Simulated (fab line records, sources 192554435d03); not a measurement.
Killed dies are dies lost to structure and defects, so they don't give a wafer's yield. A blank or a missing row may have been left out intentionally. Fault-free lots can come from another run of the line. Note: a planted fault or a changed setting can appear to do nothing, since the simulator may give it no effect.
Split-lot experiment / flow n5Finfet / 7 lots, 21 wafers read, on a route of 1938 steps

## SPLIT DETAILS
At N5_BEOL_M0_SAQP_COAT_81 (time 60 s, resist thk 100 nm), the setting spinRpm was moved away from the recipe's 1500 rpm on 7 of the 21 wafers read, by -10.1% to +9.8%. The other wafers ran this setting at the recipe's value.

## FROM THE SPLIT TO THE READING: what the file shows between them, 8 steps
- N5_BEOL_M0_SAQP_COAT_82: time 60 s, resist thk 30 nm
- N5_BEOL_M0_SAQP_COAT_08: resist thk 90 nm
- N5_BEOL_M0_SAQP_DESCUM_19: chemistry O2, time 7.9 s
- N5_BEOL_M0_SAQP_ETCH_83: etches SiARC in CF4, target depth 39 nm, time 65 s
- N5_BEOL_M0_SAQP_ETCH_84: etches SOC in N2/H2, target depth 100 nm, overetch 20 nm, time 150 s
- N5_BEOL_M0_SAQP_STRIP_80: strips in N2/H2
- N5_BEOL_M0_SAQP_HM_OPEN_112: chemistry CHF3/O2, target SiO2, stops on a-Si, target depth 12 nm, time 13.5 s
- N5_BEOL_M0_SAQP_STRIP_113: strips in CHF3/O2

## THE READING
SOC_of_BEOL_M0_SAQP_COAT_81.thkNm (the simulator's own value, which no gauge read), in nm, at N5_BEOL_M0_SAQP_MANDREL_ETCH_20 (etches a-Si in HBr/Cl2, stops on SiNx, target depth 60 nm, bt time 10 s, time 30 s). There is no usual value for it anywhere in the file. Here, 14 wafers ran the recipe; their average is 76.0 nm with a standard deviation of 0.31 nm.

wafer=L074.2; tool, chamber at the split=lithoTrack-02, 0; spinRpm as run, rpm=1500; against the recipe=recipe; SOC_of_BEOL_M0_SAQP_COAT_81.thkNm, nm=76.2; against lot-mates on the recipe=-
wafer=L074.3; tool, chamber at the split=lithoTrack-02, 0; spinRpm as run, rpm=1360; against the recipe=-9.3%; SOC_of_BEOL_M0_SAQP_COAT_81.thkNm, nm=81.4; against lot-mates on the recipe=+5.2
wafer=L074.6; tool, chamber at the split=lithoTrack-02, 0; spinRpm as run, rpm=1360; against the recipe=-9.3%; SOC_of_BEOL_M0_SAQP_COAT_81.thkNm, nm=81.4; against lot-mates on the recipe=+5.2
wafer=L078.4; tool, chamber at the split=lithoTrack-04, 0; spinRpm as run, rpm=1500; against the recipe=recipe; SOC_of_BEOL_M0_SAQP_COAT_81.thkNm, nm=76; against lot-mates on the recipe=-
wafer=L078.5; tool, chamber at the split=lithoTrack-04, 0; spinRpm as run, rpm=1500; against the recipe=recipe; SOC_of_BEOL_M0_SAQP_COAT_81.thkNm, nm=76.4; against lot-mates on the recipe=-
wafer=L078.6; tool, chamber at the split=lithoTrack-04, 0; spinRpm as run, rpm=1500; against the recipe=recipe; SOC_of_BEOL_M0_SAQP_COAT_81.thkNm, nm=75.8; against lot-mates on the recipe=-
wafer=L080.1; tool, chamber at the split=lithoTrack-01, 0; spinRpm as run, rpm=1500; against the recipe=recipe; SOC_of_BEOL_M0_SAQP_COAT_81.thkNm, nm=76.2; against lot-mates on the recipe=-
wafer=L080.5; tool, chamber at the split=lithoTrack-01, 0; spinRpm as run, rpm=1500; against the recipe=recipe; SOC_of_BEOL_M0_SAQP_COAT_81.thkNm, nm=76.2; against lot-mates on the recipe=-
wafer=L080.6; tool, chamber at the split=lithoTrack-01, 0; spinRpm as run, rpm=1349; against the recipe=-10.1%; SOC_of_BEOL_M0_SAQP_COAT_81.thkNm, nm=81.4; against lot-mates on the recipe=+5.2
wafer=L081.3; tool, chamber at the split=lithoTrack-01, 0; spinRpm as run, rpm=1445; against the recipe=-3.7%; SOC_of_BEOL_M0_SAQP_COAT_81.thkNm, nm=77.2; against lot-mates on the recipe=+1.0
wafer=L081.4; tool, chamber at the split=lithoTrack-01, 0; spinRpm as run, rpm=1445; against the recipe=-3.7%; SOC_of_BEOL_M0_SAQP_COAT_81.thkNm, nm=77.6; against lot-mates on the recipe=+1.4
wafer=L081.5; tool, chamber at the split=lithoTrack-01, 0; spinRpm as run, rpm=1500; against the recipe=recipe; SOC_of_BEOL_M0_SAQP_COAT_81.thkNm, nm=76.2; against lot-mates on the recipe=-
wafer=L089.2; tool, chamber at the split=lithoTrack-04, 0; spinRpm as run, rpm=1360; against the recipe=-9.3%; SOC_of_BEOL_M0_SAQP_COAT_81.thkNm, nm=80.6; against lot-mates on the recipe=+5.0
wafer=L089.4; tool, chamber at the split=lithoTrack-04, 0; spinRpm as run, rpm=1500; against the recipe=recipe; SOC_of_BEOL_M0_SAQP_COAT_81.thkNm, nm=75.4; against lot-mates on the recipe=-
wafer=L089.5; tool, chamber at the split=lithoTrack-04, 0; spinRpm as run, rpm=1500; against the recipe=recipe; SOC_of_BEOL_M0_SAQP_COAT_81.thkNm, nm=75.8; against lot-mates on the recipe=-
wafer=L092.1; tool, chamber at the split=lithoTrack-01, 0; spinRpm as run, rpm=1500; against the recipe=recipe; SOC_of_BEOL_M0_SAQP_COAT_81.thkNm, nm=76.4; against lot-mates on the recipe=-
wafer=L092.3; tool, chamber at the split=lithoTrack-01, 0; spinRpm as run, rpm=1647; against the recipe=+9.8%; SOC_of_BEOL_M0_SAQP_COAT_81.thkNm, nm=71.6; against lot-mates on the recipe=-4.7
wafer=L092.5; tool, chamber at the split=lithoTrack-01, 0; spinRpm as run, rpm=1500; against the recipe=recipe; SOC_of_BEOL_M0_SAQP_COAT_81.thkNm, nm=76.2; against lot-mates on the recipe=-
wafer=L095.1; tool, chamber at the split=lithoTrack-01, 0; spinRpm as run, rpm=1500; against the recipe=recipe; SOC_of_BEOL_M0_SAQP_COAT_81.thkNm, nm=76.2; against lot-mates on the recipe=-
wafer=L095.2; tool, chamber at the split=lithoTrack-01, 0; spinRpm as run, rpm=1500; against the recipe=recipe; SOC_of_BEOL_M0_SAQP_COAT_81.thkNm, nm=75.4; against lot-mates on the recipe=-
wafer=L095.3; tool, chamber at the split=lithoTrack-01, 0; spinRpm as run, rpm=1500; against the recipe=recipe; SOC_of_BEOL_M0_SAQP_COAT_81.thkNm, nm=76.2; against lot-mates on the recipe=-

FIT RESULTS
A straight line over all 21 wafers: SOC_of_BEOL_M0_SAQP_COAT_81.thkNm changes by -0.512 nm for each +1% of spinRpm; r = -0.99; the points scatter about the line by 0.4 nm.
The same after taking each lot's own level away (the mean of its wafers on the recipe; 21 wafers): -0.517 nm for each +1%; r = -0.99; scatter 0.34 nm.
On that fit, the largest move of spinRpm shifts the reading by 5.2 nm.
The lots' own levels span 75.60 to 76.30 nm, that is 2.2 times the standard deviation above.
So the lot-to-lot level changes the slope little: the two slopes agree.
Check: for one of the wafers moved furthest among these (-10.1%), held out of the fit, the line's prediction against its lot-mates is +5.2 nm. Against them it came out at +5.2 nm.

## ADDITIONAL SPLITS CARRIED BY THESE WAFERS
Note: prior to the reading, these wafers also went through further splits. Each is held against what the fit with the lots' levels taken away leaves over:
other split on the same wafers=N5_GATE_CUT_ETCH_36 cf4FlowSccm; wafers away from the commonest value=5; r with SOC_of_BEOL_M0_SAQP_COAT_81.thkNm (lot level and that fit taken away)=+0.28
other split on the same wafers=N5_MOL_CONTACT_COAG_ETCH_91 sourceW; wafers away from the commonest value=6; r with SOC_of_BEOL_M0_SAQP_COAT_81.thkNm (lot level and that fit taken away)=+0.12
other split on the same wafers=N5_MOL_CONTACT_COAG_VIA_ETCH_46 biasW; wafers away from the commonest value=7; r with SOC_of_BEOL_M0_SAQP_COAT_81.thkNm (lot level and that fit taken away)=+0.02
other split on the same wafers=N5_BEOL_M0_SAQP_PECVD_97 timeS; wafers away from the commonest value=8; r with SOC_of_BEOL_M0_SAQP_COAT_81.thkNm (lot level and that fit taken away)=-0.22

## THE WHOLE CHAIN: every reading that the file lists as answering this split, in the file's order
step=N5_BEOL_M0_SAQP_COAT_81; what it does=time 60 s, resist thk 100 nm; reading=SOC_of_BEOL_M0_SAQP_COAT_81.thkNm (the simulator's own value, which no gauge read); change (the file's fit)=-0.522 nm for each +1% of the setting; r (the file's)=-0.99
step=N5_BEOL_M0_SAQP_ETCH_84; what it does=etches SOC in N2/H2, target depth 100 nm, overetch 20 nm, time 150 s; reading=etch.depthNm (the simulator's own value, which no gauge read); change (the file's fit)=-0.526 nm for each +1% of the setting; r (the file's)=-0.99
step=N5_BEOL_M0_SAQP_MANDREL_ETCH_20; what it does=etches a-Si in HBr/Cl2, stops on SiNx, target depth 60 nm, bt time 10 s, time 30 s; reading=SOC_of_BEOL_M0_SAQP_COAT_81.thkNm (the simulator's own value, which no gauge read); change (the file's fit)=-0.514 nm for each +1% of the setting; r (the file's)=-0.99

## FILE'S OWN FIT
SOC_of_BEOL_M0_SAQP_COAT_81.thkNm changes by -0.514 nm for each +1% of spinRpm, r = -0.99.
